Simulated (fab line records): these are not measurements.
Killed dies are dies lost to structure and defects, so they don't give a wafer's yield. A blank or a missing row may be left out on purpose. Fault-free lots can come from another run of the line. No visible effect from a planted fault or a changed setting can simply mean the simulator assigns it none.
A struck lot beside a sound one / flow nand harc / 20 steps out of a route of 1159
Sound: wafers L418.3, L418.4, L418.6. Struck: wafer L431.5 (left out: L431.2, L431.6 of the same lot, which were not struck); the cause appears at the end.
For every step that has rows: the tool of each side, followed by ch and its chambers, followed by its first start. Under that, the readings that differ: sound wafers / struck wafers / difference of the means / sigmas: that difference in standard deviations of wafers without a fault.
alike: same words and numbers on both sides, and readings whose means sit less than 2 such deviations apart. not compared: any withheld reading, any reading some wafer has no value for, any bound like >300 that may hide the same value, and any number with overlapping values for which the record gives no deviation.
The two part at a step that has a row with sigmas, a row that says differs or no value, or rows on one side only. Numbers that don't overlap but have no deviation are shown without sigmas and don't part them. A reading missing from all wafers of one side parts the sides only when that side holds two or more wafers.

NHARC_P_CONTACT_CMP_24: polishes, t overpolish 30 s, target thk 200 nm.
  sound on cmp-04 ch 1,3, day 5 23:26; struck on cmp-02 ch 1, day 9 10:22
  alike: motor current A, overpolish run s, time to endpoint s
after that, 1 step had no rows for these wafers: NHARC_P_CONTACT_SRD_26.
NHARC_P_CONTACT_INSPECT_27:
  sound on defect inspect-01 at day 5 23:50; struck on defect inspect-02 at day 9 10:44
  alike: raw defect count
then, 8 steps without rows for these wafers: NHARC_P_M0_DEP_00 (deposits SiOC, target thk 150 nm); NHARC_P_M0_DEHYDRATE_01 (time 120 s); NHARC_P_M0_HMDS_02 (time 30 s); NHARC_P_M0_COAT_33 (time 65 s); NHARC_P_M0_COAT_03 (resist thk 90 nm); NHARC_P_M0_SOFTBAKE_04 (time 55 s); NHARC_P_M0_EBR_05; NHARC_P_M0_EXPOSE_06 (exposes mask P M0, target cd 90 nm).
NHARC_P_M0_PEB_07: peb time 65 s.
  sound on litho track-01 ch 0, day 6 00:49; struck on litho track-06 ch 0, day 9 11:41
reading=heater power total W (W); sound=156.6 156.7 156.9; struck=159.2; difference=+2.5; sigmas=+6
then, 1 step without rows for these wafers: NHARC_P_M0_DEVELOP_08 (develop time 35 s).
NHARC_P_M0_CD_MEAS_09 targets a cd of 90 nm.
  sound on cd sem-03 ch 0, day 6 00:53; struck on cd sem-03 ch 0, day 9 11:46
reading=cd nm (nm); sound=89.6 89.2 89.2; struck=88.3; difference=-1.0; sigmas=-2
NHARC_P_M0_OVL_MEAS_10: pitch 180 nm.
  sound on overlay-01 at day 6 00:59; struck on overlay-01 at day 9 11:52
  alike: overlay x nm, overlay y nm
NHARC_P_M0_INSPECT_11:
  sound on defect inspect-02 at day 6 01:02; struck on defect inspect-01 at day 9 11:54
  alike: raw defect count
NHARC_P_M0_DESCUM_14: chemistry O2, time 3 s.
  sound on rie diel-04 ch 0,3, day 6 01:05; struck on rie diel-04 ch 3, day 9 11:58
reading=model.P_M0.cd nm (nm); sound=89.29 89.18 89.41; struck=88.17; difference=-1.12; sigmas=
  alike: chamber pressure mTorr, drypump motor current A, mfc ar sccm, oes product au, rf vpp V, showerhead plenum p Torr, throttle valve pct
  not compared: rf hours counter h
NHARC_P_M0_ETCH_34: etches the open film in N2/H2, target depth 40 nm, overetch 12 nm, time 43.94 s.
  sound on rie diel-04 ch 0,1, day 6 01:10; struck on rie diel-04 ch 2, day 9 12:03
  alike: chamber pressure mTorr, drypump motor current A, mfc ar sccm, oes product au, rf vpp V, showerhead plenum p Torr, throttle valve pct
  not compared: rf hours counter h
NHARC_P_M0_ETCH_15: etches the open film in C4F8/Ar, target depth 150 nm, overetch 15 nm, time 82.5 s.
  sound: rie diel-04 ch 0,3; struck: rie diel-04 ch 0
reading=model.P_M0.cd nm (nm); sound=89.41 89.45 89.66; struck=87.77; difference=-1.74; sigmas=
  alike: chamber pressure mTorr, oes product au, rf vpp V
  not compared: rf hours counter h
NHARC_P_M0_CD_MEAS_16:
  sound on cd sem-01 at day 6 01:23; struck on cd sem-01 at day 9 12:16
reading=cd nm (nm); sound=89.6 89.2 89.5; struck=87.8; difference=-1.6; sigmas=-3

== WHERE THEY PART ==
First at NHARC_P_M0_PEB_07; last, within this record, at NHARC_P_M0_CD_MEAS_16.

WHY: whatever the simulator had introduced
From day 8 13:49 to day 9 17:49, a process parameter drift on litho track-06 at NHARC_P_M0_PEB_07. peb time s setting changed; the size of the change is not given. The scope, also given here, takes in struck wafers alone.
